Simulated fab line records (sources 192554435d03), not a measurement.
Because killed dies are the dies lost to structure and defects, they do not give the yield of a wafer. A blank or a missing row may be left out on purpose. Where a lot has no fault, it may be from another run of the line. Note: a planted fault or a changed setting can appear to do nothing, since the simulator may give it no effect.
Struck lot and sound lot, side by side	flow n5 finfet	35 steps out of a route of 1938
Sound: these wafers, L425.2, L425.3, L425.4. Struck: wafers L419.4, L419.5, L419.6. The cause is given at the end.
Per side, at each step with rows, come the tool, then ch with its chambers, and then its first start. Under that, the readings that differ: sound wafers	struck wafers	difference of the means	sigmas: that difference in standard deviations of wafers without a fault.
alike: readings with means less than 2 such deviations apart, plus words and numbers identical on both sides. not compared: withheld readings, readings lacking a value on some wafer, bounds such as >300 that could conceal the same value, and numbers that have no deviation in the record and whose values overlap.
The two part at a step that has a row with sigmas, a row that says differs or no value, or rows on one side only. When numbers do not overlap yet have no deviation, they are printed without sigmas and do not part them. A reading missing from all wafers of one side parts the sides only when that side holds two or more wafers.

first, 9 steps without rows for these wafers: N5_PMOS_HMC_CHANNEL_EPI_EBR_05; N5_PMOS_HMC_CHANNEL_EPI_SOFTBAKE_04 (time 60 s); N5_PMOS_HMC_CHANNEL_EPI_EXPOSE_06 (exposes mask PMOS HMC BLK, target cd 240 nm); N5_PMOS_HMC_CHANNEL_EPI_PEB_07 (peb time 60 s); N5_PMOS_HMC_CHANNEL_EPI_DEVELOP_08 (develop time 30 s); N5_PMOS_HMC_CHANNEL_EPI_DESCUM_14 (chemistry O2, time 7.9 s); N5_PMOS_HMC_CHANNEL_EPI_ETCH_32 (etches BARC in N2/H2, stops on SiO2, target depth 85.8 nm, time 50.3 s); N5_PMOS_HMC_CHANNEL_EPI_HM_OPEN_15 (chemistry CHF3/O2, target SiO2, target depth 40.6 nm, time 20.3 s); N5_PMOS_HMC_CHANNEL_EPI_STRIP_33 (strips in N2/H2).
N5_PMOS_HMC_CHANNEL_EPI_STRIP_17: strips in SPM, time 750 s.
  sound on wet bench-06 ch 2,5,7, day 7 14:41; struck on wet bench-05 ch 3,5,7, day 6 00:41
then, 24 steps without rows for these wafers: N5_PMOS_HMC_CHANNEL_EPI_ETCH_38 (etches SiO2 in CF4, target depth 1.5 nm); N5_PMOS_HMC_CHANNEL_EPI_FIN_RECESS_16 (chemistry HBr/Cl2, target Si, target depth 54 nm, time 18 s); N5_PMOS_HMC_CHANNEL_EPI_PRECLEAN_36 (cleans in O3/DIW, time 45 s); N5_PMOS_HMC_CHANNEL_EPI_PRECLEAN_18 (cleans in DHF, time 30 s); N5_PMOS_HMC_CHANNEL_EPI_SRD_19 (time 30 s); N5_PMOS_HMC_CHANNEL_EPI_EPI_20 (deposits SiGe30, target thk 59 nm); N5_PMOS_HMC_CHANNEL_EPI_HM_STRIP_35 (strips SiO2 in dHF, material SiO2, target depth 39.6 nm, time 216 s); N5_PMOS_HMC_CHANNEL_EPI_SRD_39 (time 30 s); N5_PMOS_HMC_CHANNEL_EPI_CMP_21 (polishes SiGe30, target thk 54 nm); N5_PMOS_HMC_CHANNEL_EPI_PRECLEAN_40 (cleans in DHF, time 30 s); N5_PMOS_HMC_CHANNEL_EPI_PRECLEAN_37 (cleans in O3/DIW, time 45 s); N5_PMOS_HMC_CHANNEL_EPI_PRECLEAN_24 (cleans in DHF, time 30 s); N5_PMOS_HMC_CHANNEL_EPI_SRD_25 (time 30 s); N5_PMOS_HMC_CHANNEL_EPI_EPI_26 (deposits Si from SiH4/H2, target thk 3.8 nm, time 22.7 s); N5_FIN_SAQP_PRECLEAN_42 (cleans in O3/DIW, time 60 s); N5_FIN_SAQP_PRECLEAN_00 (cleans in SC1, time 60 s); N5_FIN_SAQP_PRECLEAN_44 (cleans in SC2, time 45 s); N5_FIN_SAQP_SRD_01 (time 30 s); N5_FIN_SAQP_ALD_61 (deposits SiO2, target thk 4 nm, pulse time 1 s, purge time 2 s); N5_FIN_SAQP_DENSIFY_62 (time 60 s); N5_FIN_SAQP_HM_DEP_03 (deposits SiNx from SiH4/NH3/N2, target thk 38 nm, time 33.6 s); N5_FIN_SAQP_PECVD_47 (deposits a-Si from SiH4/He, target thk 45 nm, time 36.3 s); N5_FIN_SAQP_PECVD_48 (deposits SiNx from SiH4/NH3/N2, target thk 25 nm, time 22.1 s); N5_FIN_SAQP_PECVD_06 (deposits a-Si from SiH4/He, target thk 60 nm, time 48.1 s).
-- record jumps: 11 days separate the struck wafers' starts on either side; left off in module FIN_SAQP, taken up again in module PASSIVATION, whose first shown step is the route's number 1936 --
N5_PASSIVATION_PROBE_49:
  the record has rows for the struck wafers here (prober-01, day 17 10:46) and none for the sound ones

## WHERE THEY PART
At N5_PASSIVATION_PROBE_49 and nowhere else, as far as this record goes.

WHY: whatever the simulator had introduced
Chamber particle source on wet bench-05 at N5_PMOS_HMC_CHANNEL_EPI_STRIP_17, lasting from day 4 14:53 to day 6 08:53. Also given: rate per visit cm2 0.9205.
